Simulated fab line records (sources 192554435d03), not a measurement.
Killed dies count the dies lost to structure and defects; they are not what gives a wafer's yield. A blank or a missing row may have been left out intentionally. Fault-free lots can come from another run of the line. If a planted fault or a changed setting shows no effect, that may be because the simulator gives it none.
8D (eight disciplines) problem report, filled in by code / flow n5-finfet / the parts of the form that need people (team, actions taken, sign-off) are left out

1. THE ISSUE
Wafers without a fault read 143.4 s, standard deviation 0.4; run-length-s at N5_BEOL_M5_ETCH_68 reads a mean of 126.2 s on 3 wafers belonging to 3 lots. That is -43 standard deviations from the usual mean.
The step: etches SOC in N2/H2, target depth 80 nm, overetch 16 nm, time 120 s.
First seen on wafer L486.2, day 13 19:13, on rie-diel-03. The record has a number at this step for 30 wafers belonging to 11 lots. The rule behind "out" and "out of limits": a value lying over 4 standard deviations away from the usual mean. Any other wafer with a number is counted as sound.

2. WHAT IT IS, WHAT IT ISN'T
question=which readings at this step | is=run-length-s | is not=drypump-motor-current-A, rf-vpp-V, showerhead-plenum-p-Torr, throttle-valve-pct
question=which lots | is=L486, L489, L492 | is not=L469, L470, L473, L475, L478, L479, L484, L490
question=which wafers of those lots | is=L486.2, L489.3, L492.2 | is not=L486.1, L489.5, L492.5
question=read on which tools | is=rie-diel-03 | is not=rie-diel-04, rie-diel-06
question=when | is=from day 13 19:13 | is not=up to then (22 sound wafers); but 5 sound wafers of L489, L490, L492 came after

3. SUSPECTS, AND WHAT RULES EACH OUT
Counting: if a tool at a process step up to the reading ran every lot that is out, it stays a suspect. Sound lots after the first of them don't rule it out here, since some wafers of a struck lot are sound.
- rie-diel-03 at N5_BEOL_M5_ETCH_67 (etches SiARC in CF4, target depth 15.6 nm, time 26 s): kept. Every lot that is out went through it, the first being L486 (day 13 19:11); the last sound lot it ran before that was L473 (day 10 06:07).
- rie-diel-03 at N5_BEOL_M5_ETCH_68 (etches SOC in N2/H2, target depth 80 nm, overetch 16 nm, time 120 s): kept. Every lot that is out went through it, the first being L486 (day 13 19:13); the last sound lot it ran before that was L473 (day 10 06:09). On those wafers its own readings are out: run-length-s.
What counting leaves: rie-diel-03 at N5_BEOL_M5_ETCH_67 and rie-diel-03 at N5_BEOL_M5_ETCH_68.

4. THE CAUSE (what the simulator had put in)
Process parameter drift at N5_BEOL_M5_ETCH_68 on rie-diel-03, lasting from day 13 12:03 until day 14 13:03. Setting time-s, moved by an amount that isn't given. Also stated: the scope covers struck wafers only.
This tool is one of the 2 suspects left after counting.

5. THE EFFECT CHAIN, in route order
Rows list readings where the struck wafers' mean (over those with a number) sits beyond 3 standard deviations from the usual. Only readings for which the record gives a usual standard deviation are gone through. hours: the time from each lot's start at the first step in this table that gives one to its start at this step, as a median over the lots. sigmas: the change in usual standard deviations.
hours=0; step=N5_BEOL_M5_ETCH_68; reading=run-length-s; usual=143.4 s; on struck wafers=126.2; change=-17.2; sigmas=-43
It contains these process steps:
- N5_BEOL_M5_ETCH_68: etches SOC in N2/H2, target depth 80 nm, overetch 16 nm, time 120 s.

6. WHAT WOULD HAVE CAUGHT IT SOONER
In this record the first reading out of limits was taken at day 13 19:13, 7 hours after the fault began at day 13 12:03.
